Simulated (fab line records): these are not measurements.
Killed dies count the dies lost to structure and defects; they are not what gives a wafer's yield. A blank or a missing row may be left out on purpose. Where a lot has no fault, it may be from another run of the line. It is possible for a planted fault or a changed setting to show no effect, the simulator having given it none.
One fault through the eyes of 2 desks :: flow n5 finfet :: what lay behind the numbers comes last; until then each desk has only its own

## AT THE TOOL OWNER'S DESK: cmp-02
The tool's own readings at N5_BEOL_M5_CMP_52 (polishes, stops on SiCOH lowk, t overpolish 6.9 s, target thk 62 nm): means of the sampled wafers that have a number, for each lot that ran on this tool. A lot is out of limits, marked OUT, if its mean lies more than 4 standard deviations from the usual mean; the brackets give that distance.
Columns: A = barrier field endpoint s at N5_BEOL_M5_CMP_52, usual 24.7 s; B = clearing platen rpm at N5_BEOL_M5_CMP_52, usual 49.997 rpm; C = motor current A at N5_BEOL_M5_CMP_52, usual 6.2 A; D = overpolish run s at N5_BEOL_M5_CMP_52, usual 6.900 s; E = retaining ring pressure frac at N5_BEOL_M5_CMP_52, usual 0.999; F = time to endpoint s at N5_BEOL_M5_CMP_52, usual 63 s
lot: L496
first seen here: day 14 19:59
A: 17.2 (-11) OUT
B: 50.012
C: 5.8
D: 6.900
E: 1.000
F: 43 (-6.6) OUT

lot: L497
first seen here: day 15 02:50
A: 20.7 (-6.1) OUT
B: 50.004
C: 6.5
D: 6.908
E: 1.001
F: 51

lot: L505
first seen here: day 17 20:43
A: 24.2
B: 49.996
C: 5.8
D: 6.898
E: 0.993
F: 60

lot: L501
first seen here: day 17 21:34
A: 24.6
B: 50.001
C: 6.4
D: 6.897
E: 1.001
F: 63

lot: L508
first seen here: day 18 07:10
A: 24.2
B: 49.978
C: 5.8
D: 6.912
E: 1.002
F: 61
This desk's finding: out of limits on L496, L497; first on L496, day 14 19:59 (barrier field endpoint s at N5_BEOL_M5_CMP_52). L505, L501, L508 stayed within limits.

## AT THE METROLOGY DESK
Lot by lot, what the gauges showed, no matter which tool ran the lot: averages of those sampled wafers that carry a number. A lot is out of limits, marked OUT, if its mean lies more than 4 standard deviations from the usual mean; the brackets give that distance.
Columns: A = trench depth nm at N5_BEOL_M5_OCD_MEAS_38, usual 71.8 nm
lot: L487
first seen here: day 10 00:47
A: 72.1

lot: L496
first seen here: day 14 13:50
A: 72.4

lot: L497
first seen here: day 14 18:47
A: 72.0

lot: L502
first seen here: day 15 19:13
A: 72.7

lot: L500
first seen here: day 16 00:56
A: 70.8

lot: L509
first seen here: day 16 12:26
A: 71.9

lot: L503
first seen here: day 16 21:35
A: 71.2

lot: L505
first seen here: day 17 14:24
A: 72.2

lot: L501
first seen here: day 17 15:10
A: 71.0

lot: L494
first seen here: day 18 00:40
A: 72.0

lot: L508
first seen here: day 18 00:56
A: 72.5
This desk found nothing out of limits on any of the 11 lots.

## PUT TOGETHER
The tool owner's desk could have raised an alarm at day 14 19:59, on L496, L497.
The metrology desk saw nothing out of limits.
The metrology desk has L496, L497 on record, within its limits.
On cmp-02, each named lot ran N5_BEOL_M5_CMP_52.

## WHAT THE SIMULATOR PUT IN
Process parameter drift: cmp-02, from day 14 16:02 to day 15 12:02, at N5_BEOL_M5_CMP_52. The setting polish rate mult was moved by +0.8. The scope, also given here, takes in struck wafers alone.
Struck lots among those shown: L496, L497.
Hours from the fault's start to each desk's first reading out of limits: the tool owner's desk, 4.
